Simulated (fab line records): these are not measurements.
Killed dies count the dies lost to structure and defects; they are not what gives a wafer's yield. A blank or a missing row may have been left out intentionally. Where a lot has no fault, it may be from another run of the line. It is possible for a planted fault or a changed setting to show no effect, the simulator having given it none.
Split-lot trial ; flow n5 finfet ; 21 wafers read across 7 lots, on a route 1938 steps long

SPLIT DETAILS
At N5_PMOS_HMC_CHANNEL_EPI_HM_DEP_34 (deposits SiO2 from TEOS/O2, target thk 36 nm, time 6.9 s), the setting time s was moved away from the recipe's 6.9 s on 4 of the 21 wafers read, by +4.0% to +14.5%. The other wafers ran this setting at the recipe's value.

FROM THE SPLIT TO THE READING: what the file shows between them, 4 steps
- N5_PMOS_HMC_CHANNEL_EPI_COAT_31: time 60 s, resist thk 66 nm (also split here: spin rpm)
- N5_PMOS_HMC_CHANNEL_EPI_COAT_03: resist thk 205 nm
- N5_PMOS_HMC_CHANNEL_EPI_EBR_05
- N5_PMOS_HMC_CHANNEL_EPI_DESCUM_14: chemistry O2, time 7.9 s

THE READING
SiO2_of_PMOS_HMC_CHANNEL_EPI_HM_DEP_34.thk nm (the simulator's own value, which no gauge read), in nm, at N5_PMOS_HMC_CHANNEL_EPI_ETCH_32 (etches BARC in N2/H2, stops on SiO2, target depth 85.8 nm, time 50.3 s). The file gives no usual value for it. The 17 wafers here that ran the recipe average 36.04 nm, standard deviation 0.41 nm.

wafer;tool, chamber at the split;time s as run, s;against the recipe;SiO2_of_PMOS_HMC_CHANNEL_EPI_HM_DEP_34.thk nm, nm;against lot-mates on the recipe
L083.2;pecvd-03, 2;7.903;+14.5%;40.13;+4.10
L083.5;pecvd-03, 0;6.9;recipe;36.25;-
L083.6;pecvd-03, 2;6.9;recipe;35.81;-
L084.2;pecvd-02, 0;6.9;recipe;35.28;-
L084.4;pecvd-02, 1;6.9;recipe;36.4;-
L084.5;pecvd-02, 0;6.9;recipe;36.1;-
L086.1;pecvd-04, 0;6.9;recipe;36.27;-
L086.4;pecvd-04, 0;6.9;recipe;36.71;-
L086.6;pecvd-04, 2;6.9;recipe;36.28;-
L089.1;pecvd-04, 0;6.9;recipe;36.12;-
L089.4;pecvd-04, 2;7.175;+4.0%;37.95;+1.83
L089.5;pecvd-04, 1;7.175;+4.0%;37.67;+1.55
L091.1;pecvd-03, 2;7.301;+5.8%;37.34;+1.83
L091.2;pecvd-03, 1;6.9;recipe;35.46;-
L091.3;pecvd-03, 0;6.9;recipe;35.56;-
L093.1;pecvd-02, 2;6.9;recipe;36.28;-
L093.4;pecvd-02, 1;6.9;recipe;36.43;-
L093.6;pecvd-02, 0;6.9;recipe;36.38;-
L096.4;pecvd-03, 1;6.9;recipe;36.05;-
L096.5;pecvd-03, 2;6.9;recipe;35.28;-
L096.6;pecvd-03, 0;6.9;recipe;35.97;-

FIT RESULTS
A straight line over all 21 wafers: SiO2_of_PMOS_HMC_CHANNEL_EPI_HM_DEP_34.thk nm changes by +0.29 nm for each +1% of time s; r = +0.92; the points scatter about the line by 0.45 nm.
The same after taking each lot's own level away (the mean of its wafers on the recipe; 21 wafers): +0.298 nm for each +1%; r = +0.96; scatter 0.31 nm.
On that fit, the largest move of time s shifts the reading by 4.3 nm.
Measured against the standard deviation above, the lots' own levels, which go from 35.510 to 36.420 nm, span 2.2 times it.
The two slopes agree, so the slope changes little with the lot-to-lot level.
Check: with one of the wafers moved furthest among these (+14.5%) left out of the fit, the line predicts +5.33 nm for it against its lot-mates. It came out at +4.1 nm against them.

THESE WAFERS: OTHER SPLITS
Other splits were also applied to these wafers ahead of the reading. Each is held against what the fit with the lots' levels taken away leaves over:
other split on the same wafers;wafers away from the commonest value;r with SiO2_of_PMOS_HMC_CHANNEL_EPI_HM_DEP_34.thk nm (lot level and that fit taken away)
N5_ZERO_LAYER_PECVD_02 time s;3;+0.12
N5_ZERO_LAYER_DEVELOP_10 develop time s;8;+0.06
N5_PMOS_HMC_CHANNEL_EPI_COAT_31 spin rpm;5;-0.23

THE WHOLE CHAIN: every reading that the file lists as answering this split, in the file's order
step;what it does;reading;change (the file's fit);r (the file's)
N5_PMOS_HMC_CHANNEL_EPI_HM_DEP_34;deposits SiO2 from TEOS/O2, target thk 36 nm, time 6.9 s;SiO2_of_PMOS_HMC_CHANNEL_EPI_HM_DEP_34.thk nm (the simulator's own value, which no gauge read);+0.296 nm for each +1% of the setting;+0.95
N5_PMOS_HMC_CHANNEL_EPI_ETCH_32;etches BARC in N2/H2, stops on SiO2, target depth 85.8 nm, time 50.3 s;SiO2_of_PMOS_HMC_CHANNEL_EPI_HM_DEP_34.thk nm (the simulator's own value, which no gauge read);+0.295 nm for each +1% of the setting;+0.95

FILE'S OWN FIT
SiO2_of_PMOS_HMC_CHANNEL_EPI_HM_DEP_34.thk nm changes by +0.295 nm for each +1% of time s, r = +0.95.
